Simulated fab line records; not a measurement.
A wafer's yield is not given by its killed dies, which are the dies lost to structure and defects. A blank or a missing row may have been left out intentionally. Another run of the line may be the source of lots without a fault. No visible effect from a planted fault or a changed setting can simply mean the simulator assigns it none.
Chamber matching ; flow nandHarc ; NHARC_A_M0_DESCUM_14 on rieDiel-13: 4 sister chambers
The step chemistry O2, time 3 s. 14 wafers are shown with their chamber, then 7 later ones without.

## WAFERS, EACH WITH ITS CHAMBER
wafer;chamber;drypumpMotorCurrentA (A);showerheadPlenumPTorr (Torr);rfVppV (V)
L333.1;0;6.3;1.90;55.6
L333.4;1;4.8;1.98;57.9
L333.6;3;6.1;1.94;56.9
L344.1;1;4.9;1.98;59.1
L344.2;2;6.5;1.92;57.6
L344.5;2;6.5;1.92;57.9
L345.3;3;6.1;1.94;56.5
L345.5;3;6.1;1.94;58.2
L345.6;2;6.4;1.92;57.0
L349.2;2;6.5;1.92;58.7
L349.3;0;6.3;1.89;56.1
L349.5;2;6.5;1.92;58.1
L351.1;3;6.1;1.94;57.1
L351.3;0;6.3;1.89;57.9

SIGNATURES, as means of the wafers listed above
reading;chamber 0;chamber 1;chamber 2;chamber 3;scatter within a chamber
drypumpMotorCurrentA;6.300;4.850;6.480;6.100;0.0361
showerheadPlenumPTorr;1.8933;1.9800;1.9200;1.9400;0.00258
rfVppV;56.533;58.500;57.860;57.175;0.825
Rule: for a wafer and a chamber, the distance is found by dividing, reading by reading, the gap between the wafer's reading and the chamber's mean by the reading's scatter, squaring, summing and taking the root. The wafer belongs to the nearest chamber; if the next one is less than 2 further off, it can't be placed. The scatter: take each reading less its chamber's mean, square it, sum over the shown wafers, divide by the number of wafers less the number of chambers, and take the root.

## WAFERS WITHOUT THEIR CHAMBER
wafer;drypumpMotorCurrentA (A);showerheadPlenumPTorr (Torr);rfVppV (V)
L351.4;4.8;1.98;55.9
L353.1;4.8;1.98;57.8
L353.4;6.3;1.89;56.2
L353.5;6.3;1.89;58.3
L355.3;6.5;1.92;56.1
L355.5;6.1;1.94;58.4
L355.6;6.5;1.92;56.8

## WHICH CHAMBER EACH WENT THROUGH
wafer;from the rows above;in truth
L351.4;1;1
L353.1;1;1
L353.4;0;0
L353.5;0;0
L355.3;2;2
L355.5;3;3
L355.6;2;2
Correctly placed: 7 of 7. Not placeable from these rows: 0. Placed wrongly: 0.
